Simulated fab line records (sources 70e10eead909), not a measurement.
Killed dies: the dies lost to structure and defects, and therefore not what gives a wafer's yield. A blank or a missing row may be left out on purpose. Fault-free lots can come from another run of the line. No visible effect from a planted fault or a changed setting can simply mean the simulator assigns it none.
fab line records	flow nand-harc
record: lots: 12	wafers: 36	last-day: 24
route steps=1159 shown P_GATE@150
lots with no fault: from the same line, run without faults
start-h: hours from the record's opening day to when the first of the lot's shown wafers began	wait-h: hours since the lot's step before	" repeats the value in the row above	L1.1+2: several wafers, shown together as one row	- either no value or no given start	* or withheld: withheld	< > ~ a bound
route shown NAME@n: a module of which the file shows steps, and the number in the route of the first	usual: mean/standard deviation taken from wafers without a fault	same: alike in all rows	chamber/n: place in a boat	sites: per-site readings	_std_site: the values' standard deviation	_edge_site: inner sites' mean taken away from outer sites' mean	radius-mm: for every site, how far away it sits from the centre of the wafer	mask NAME#n: copy n	behind: the most recent tool/chamber to have shaped the wafer	hold: why the lot went on hold/how many hours it stayed there/how the hold came to an end	device: which transistor (n, p or np) failed to switch	end of line: at the end of the route, the tests of the same wafers	a step with no rows: only its recipe	killed: dies lost to structure and defects at the first sort, not the wafer's yield	map: per-die view of a wafer (x killed, . not killed, _ where there is no die)
set.NAME: the setting the step ran with; set.NAME@STEP: the setting that earlier step ran with	model.NAME: the simulator's own value behind a step, which no gauge read
the route's steps for a sample of lots (tables are steps, rows are wafers)
services: a tool's chamber out of use, with start hour (start-h, from the record's first day; less than 0 if before it), hours out, and reason
== steps ==
step: NHARC_P_GATE_STRIP_108
recipe: o2-flow-sccm: 500	ar-flow-sccm: 0	bias-w: 0	chemistry: O2
usual: drypump-motor-current-A: 5.5/0.37	o2-flow-sccm: 500.4/1.5	oes-product-au: 1.003/0.01	rf-vpp-V: 57.7/0.98	showerhead-plenum-p-Torr: 3.48/0.16	throttle-valve-pct: 17.037/0.0099
lot.wafer	tool	chamber	start-h	wait-h	drypump-motor-current-A	o2-flow-sccm	oes-product-au	rf-hours-counter-h	rf-vpp-V	showerhead-plenum-p-Torr	throttle-valve-pct
L397.3	rie-diel-09	1	90.22	-	5.0	500.8	0.988	2	57.9	3.42	17.036
L397.4	"	2	"	"	6.4	498.2	1.009	1	58.7	3.67	17.036
L397.6	"	2	"	"	6.4	498.5	0.997	-	58.7	3.68	17.021
L399.2	rie-diel-09	2	100.69	-	6.4	502.4	1.007	6	57.4	3.67	17.044
L399.3	"	3	"	"	5.4	498.9	0.990	6	59.0	3.61	17.045
L399.6	"	1	"	"	5.0	501.5	1.005	-	56.9	3.42	17.055
L401.2	rie-diel-11	1	116.48	-	5.7	502.2	0.994	8	58.2	3.30	17.025
L401.6	"	3	"	"	5.2	499.0	1.022	-	55.9	3.31	17.063
L401.5	"	0	"	"	5.2	500.5	1.012	-	57.8	3.67	17.047
L402.3	rie-diel-09	1	129.05	-	5.0	498.2	1.007	14	56.4	3.42	17.029
L402.4	"	3	"	"	5.4	497.9	0.994	14	59.5	3.60	17.036
L402.6	"	0	"	"	5.4	500.2	1.004	-	58.3	3.30	17.018
L403.2	rie-diel-09	1	129.23	-	5.0	500.3	0.997	14	58.2	3.42	17.035
L403.3	"	2	"	"	6.4	499.7	1.000	15	57.5	3.67	17.044
L403.5	"	1	"	"	5.0	499.2	0.998	-	56.8	3.42	17.053
L406.4	rie-diel-11	3	142.93	-	5.2	500.2	1.010	27	56.1	3.31	17.044
L406.1	"	1	"	"	5.7	504.3	0.987	14	56.3	3.30	17.042
L406.5	"	3	"	"	5.2	499.6	1.005	-	56.2	3.31	17.049
L411.3	rie-diel-09	2	178.16	-	6.4	501.9	1.006	31	57.9	3.66	17.038
L411.4	"	3	"	"	5.4	500.3	0.996	30	58.9	3.59	17.044
L411.6	"	0	"	"	5.4	502.0	1.004	-	57.1	3.29	17.031
L412.5	rie-diel-11	2	184.85	-	5.9	501.9	0.988	-	57.8	3.32	17.048
L412.4	"	3	"	"	5.2	500.3	1.018	-	56.3	3.30	17.037
L412.6	"	0	"	"	5.2	496.8	0.998	-	58.8	3.66	17.041
L416.2	rie-diel-11	3	199.99	-	5.2	500.9	1.005	0	57.7	3.30	17.053
L416.5	"	2	"	"	5.8	499.2	1.008	-	56.9	3.32	17.028
L416.6	"	3	"	"	5.2	504.0	0.990	-	56.9	3.30	17.024
L415.3	rie-diel-09	1	200.15	-	5.0	499.4	0.979	45	57.1	3.40	17.038
L415.2	"	2	"	"	6.4	500.4	1.006	38	57.5	3.65	17.029
L415.6	"	0	"	"	5.4	500.4	1.019	-	57.7	3.29	17.053
L418.2	rie-diel-10	2	217.98	-	5.7	498.0	1.011	11	57.0	3.33	17.041
L418.4	"	3	"	"	5.4	502.1	0.991	10	58.4	3.60	17.034
L418.3	"	1	"	"	5.4	501.6	1.012	12	59.2	3.68	17.037
L419.1	rie-diel-11	1	218.06	-	5.7	500.9	0.993	0	56.6	3.30	17.045
L419.3	"	0	"	"	5.2	499.5	1.009	3	58.7	3.65	17.015
L419.4	"	2	"	"	5.9	502.0	1.013	-	56.9	3.32	17.035
step: NHARC_P_GATE_ALD_36
recipe: target-thk-a: 200	pulse-time-s: 60	ald-cycles: 223	temp-c: 400	material: SiNx
usual: ald-cycles: 223/0	heater-power-w: 827/73	precursor-pulse-height-rel: 1.002/0.021
lot.wafer	tool	chamber	start-h	wait-h	ald-cycles	heater-power-w	precursor-pulse-height-rel
L397.4	ald-sin-04	0	91.91	-	223	750	1.026
L397.3	"	2	94.03	-	223	778	0.974
L397.6	"	0	96.15	-	223	750	1.002
L399.2	ald-sin-02	1	101.31	-	223	791	0.976
L399.3	"	2	102.34	-	223	977	1.012
L399.6	"	1	105.43	-	223	789	1.018
L401.2	ald-sin-02	2	117.08	-	223	957	1.013
L401.5	"	2	121.30	-	223	928	0.987
L401.6	"	3	122.35	-	223	903	1.027
L402.3	ald-sin-04	1	129.67	-	223	797	1.001
L402.6	"	3	135.32	-	223	822	0.970
L402.4	"	0	136.74	-	223	773	0.997
L403.2	ald-sin-02	0	130.92	-	408	746	1.009
L403.3	"	1	131.98	-	408	778	0.963
L403.5	"	0	135.18	-	408	764	0.985
L406.4	ald-sin-02	3	144.60	-	408	889	0.985
L406.1	"	0	145.65	-	408	735	0.995
L406.5	"	3	148.80	-	408	922	1.013
L411.3	ald-sin-04	1	179.85	-	223	820	0.994
L411.4	"	3	181.98	-	223	840	0.994
L411.6	"	0	183.05	-	223	783	0.978
L412.4	ald-sin-04	0	187.56	-	223	748	0.998
L412.6	"	2	189.67	-	223	781	1.021
L412.5	"	3	190.73	-	223	855	0.976
L416.2	ald-sin-04	3	202.84	-	223	817	1.016
L416.6	"	2	206.01	-	223	711	1.017
L416.5	"	3	207.07	-	223	825	1.043
L415.2	ald-sin-02	1	207.07	-	223	766	0.960
L415.3	"	0	210.22	-	223	746	0.995
L415.6	"	2	212.32	-	223	928	1.017
L418.4	ald-sin-04	3	218.61	-	223	810	1.041
L418.2	"	0	219.67	-	223	746	0.966
L418.3	"	2	221.78	-	223	767	0.984
L419.1	ald-sin-02	3	219.79	-	223	938	1.024
L419.3	"	0	220.84	-	223	751	0.974
L419.4	"	1	221.90	-	223	762	0.995
step: NHARC_P_GATE_ETCHBACK_37
recipe: target-depth-a: 345	time-s: 17.2	chf3-flow-sccm: 50	o2-flow-sccm: 10	ar-flow-sccm: 200	rf-w: 500	bias-w: 200	chemistry: CHF3/O2
usual: drypump-motor-current-A: 5.5/0.39	o2-flow-sccm: 10.00/0.03	oes-product-au: 0.95/0.034	rf-vpp-V: 369.4/2.7	showerhead-plenum-p-Torr: 2.34/0.11	throttle-valve-pct: 20.572/0.0094
lot.wafer	tool	chamber	start-h	wait-h	drypump-motor-current-A	o2-flow-sccm	oes-product-au	rf-hours-counter-h	rf-vpp-V	showerhead-plenum-p-Torr	throttle-valve-pct
L397.4	rie-diel-09	0	-	-	5.4	9.98	0.92	5	367.1	2.25	20.584
L397.3	"	1	"	"	5.0	9.94	0.92	5	369.6	2.33	20.576
L397.6	"	1	"	"	5.0	10.01	0.93	-	369.9	2.33	20.563
L399.2	rie-diel-11	2	-	-	5.9	9.96	0.99	18	368.9	2.27	20.553
L399.3	"	0	"	"	5.2	10.03	1.01	15	372.2	2.50	20.588
L399.6	"	1	"	"	5.7	10.02	0.98	-	366.8	2.24	20.574
L401.2	rie-diel-11	0	-	-	5.2	10.00	0.93	19	373.2	2.50	20.574
L401.5	"	0	"	"	5.2	10.03	0.93	-	373.6	2.50	20.598
L401.6	"	1	"	"	5.7	10.00	0.92	-	366.8	2.24	20.556
L403.2	rie-diel-11	1	-	-	5.7	10.00	1.00	13	367.2	2.24	20.567
L403.3	"	3	"	"	5.2	9.97	0.93	25	367.4	2.25	20.575
L403.5	"	1	"	"	5.7	10.04	0.98	-	366.2	2.24	20.575
L402.3	rie-diel-11	3	-	-	5.2	9.99	0.94	26	366.3	2.25	20.574
L402.4	"	1	"	"	5.7	10.02	0.92	14	366.0	2.24	20.571
L402.6	"	3	"	"	5.2	10.00	0.95	-	365.5	2.25	20.563
L406.4	rie-diel-11	2	-	-	5.9	9.99	0.92	26	369.0	2.26	20.556
L406.1	"	3	"	"	5.2	9.99	0.93	28	366.5	2.25	20.575
L406.5	"	0	"	"	5.2	9.96	0.93	-	371.0	2.49	20.565
L411.3	rie-diel-11	2	-	-	5.8	10.00	0.93	37	366.6	2.26	20.573
L411.6	"	3	"	"	5.2	10.03	0.94	-	366.9	2.24	20.571
L411.4	"	0	"	"	5.2	10.07	0.93	-	372.6	2.49	20.553
L412.4	rie-diel-09	0	-	-	5.4	9.97	1.02	41	367.1	2.23	20.560
L412.5	"	1	"	"	5.0	9.92	0.99	-	368.8	2.31	20.561
L412.6	"	2	"	"	6.4	10.02	1.01	-	373.7	2.49	20.589
L416.2	rie-diel-09	2	-	-	6.4	9.94	1.01	41	372.4	2.49	20.578
L416.6	"	1	"	"	5.0	10.05	0.98	-	368.1	2.31	20.582
L416.5	"	2	"	"	6.4	9.99	1.00	-	372.8	2.49	20.572
L415.2	rie-diel-10	2	-	-	5.7	10.03	0.93	11	367.2	2.26	20.577
L415.3	"	3	"	"	5.4	10.02	0.93	10	371.9	2.45	20.570
L415.6	"	1	"	"	5.3	10.00	0.94	-	375.5	2.51	20.561
L418.4	rie-diel-11	1	-	-	5.6	10.03	0.92	1	367.7	2.24	20.582
L418.3	"	2	"	"	5.8	10.02	0.93	4	368.2	2.26	20.579
L418.2	"	3	"	"	5.2	10.01	0.99	2	367.4	2.24	20.576
L419.1	rie-diel-11	2	-	-	5.9	10.04	0.94	4	368.7	2.26	20.575
L419.4	"	3	"	"	5.2	9.98	0.98	2	367.3	2.24	20.579
L419.3	"	1	"	"	5.7	10.02	0.92	1	366.0	2.24	20.586
step: NHARC_P_GATE_STRIP_111
recipe: power-w: 1500	temp-c: 110	time-s: 250	chemistry: N2/H2
usual: drypump-motor-current-A: 5.8/0.59	heater-power-w: 90/9.2
lot.wafer	tool	chamber	start-h	wait-h	drypump-motor-current-A	heater-power-w	rf-hours-counter-h
L397.3	plasma-asher-02	0	102.05	0.3	6.6	89	-
L397.4	"	1	"	"	5.0	80	-
L397.6	"	1	"	"	4.9	80	-
L399.2	plasma-asher-01	0	112.52	0.3	5.5	106	1
L399.3	"	0	"	"	5.5	105	-
L399.6	"	1	"	"	6.1	87	-
L401.2	plasma-asher-02	0	128.08	0.2	6.6	88	39
L401.6	"	1	"	"	5.0	81	-
L401.5	"	0	"	"	6.5	88	-
L403.2	plasma-asher-01	0	141.02	0.2	5.6	105	8
L403.3	"	1	"	"	6.0	86	-
L403.5	"	0	"	"	5.6	104	-
L402.4	plasma-asher-01	1	143.06	0.2	6.0	88	-
L402.3	"	0	"	"	5.6	106	-
L402.6	"	0	"	"	5.5	102	-
L406.1	plasma-asher-02	0	154.59	0.2	6.6	90	49
L406.4	"	0	"	"	6.6	88	-
L406.5	"	1	"	"	5.0	79	-
L411.3	plasma-asher-01	0	190.48	0.8	5.5	103	-
L411.4	"	1	"	"	6.0	85	-
L411.6	"	0	"	"	5.5	106	-
L412.4	plasma-asher-01	0	196.68	0.2	5.5	105	-
L412.6	"	0	"	"	5.5	106	-
L412.5	"	1	"	"	6.0	85	-
L416.2	plasma-asher-02	0	213.12	0.4	6.6	87	8
L416.6	"	1	"	"	4.9	77	-
L416.5	"	0	"	"	6.6	87	-
L415.2	plasma-asher-01	1	218.41	0.3	6.1	85	39
L415.3	"	0	"	"	5.6	101	-
L415.6	"	0	"	"	5.6	105	-
L418.2	plasma-asher-02	1	229.79	0.2	5.0	78	13
L418.4	"	0	"	"	6.7	85	-
L418.3	"	1	"	"	5.0	80	-
L419.1	plasma-asher-02	1	230.16	0.4	5.0	80	13
L419.3	"	0	"	"	6.6	86	-
L419.4	"	1	"	"	5.0	79	-
== services ==
tool	chamber	start-h	hours	kind
rie-diel-11	0	70.50	-	clean
rie-diel-11	1	70.50	-	clean
rie-diel-11	2	70.50	-	clean
rie-diel-11	3	70.50	-	clean
rie-diel-09	-	77.17	9.0	pm
rie-diel-11	0	91.15	2.8	repair
rie-diel-11	0	95.01	-	clean
rie-diel-11	1	95.01	-	clean
rie-diel-11	2	95.01	-	clean
rie-diel-11	3	95.01	-	clean
plasma-asher-01	-	99.74	9.0	pm
rie-diel-11	-	122.58	0.6	repair
rie-diel-09	2	136.93	8.3	repair
rie-diel-09	3	144.69	6.2	repair
rie-diel-10	1	152.61	8.9	repair
rie-diel-11	1	160.96	54.7	repair
rie-diel-10	-	174.08	0.2	repair
rie-diel-10	-	176.50	9.0	pm
rie-diel-11	3	180.19	3.9	repair
plasma-asher-02	-	183.00	9.0	pm
rie-diel-11	-	189.50	9.0	pm
rie-diel-11	3	200.19	10.1	repair
rie-diel-11	3	212.09	6.8	repair
ald-sin-04	2	226.29	7.8	repair
== key ==
first-sign: step: NHARC_P_GATE_ALD_36	reading: ald-cycles	direction: up	sigmas: 99+	usual: 223	struck: 408
effect none on later readings
met-at NHARC_P_GATE_ALD_36
struck-lots L403,L406
tester-left-out L403,L406
not-acting-at NHARC_P_GATE_STRIP_108,NHARC_P_GATE_ETCHBACK_37,NHARC_P_GATE_STRIP_111
onset-between 117.08 130.92
fault: kind: process-parameter-drift	tool: ald-sin-02	chamber: -	onset-h: 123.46	steps: NHARC_P_GATE_ALD_36	channel: ald-cycles	offset: 185	shape: step	end-h: 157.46	stated: 223
tester-left-out: of these lots the tester's yield and bins aren't shown, on N5 and GAA mostly nor the transistor test; their killed dies are dies lost to structure and defects alone, not to doping, threshold or leakage, so they don't give the yield
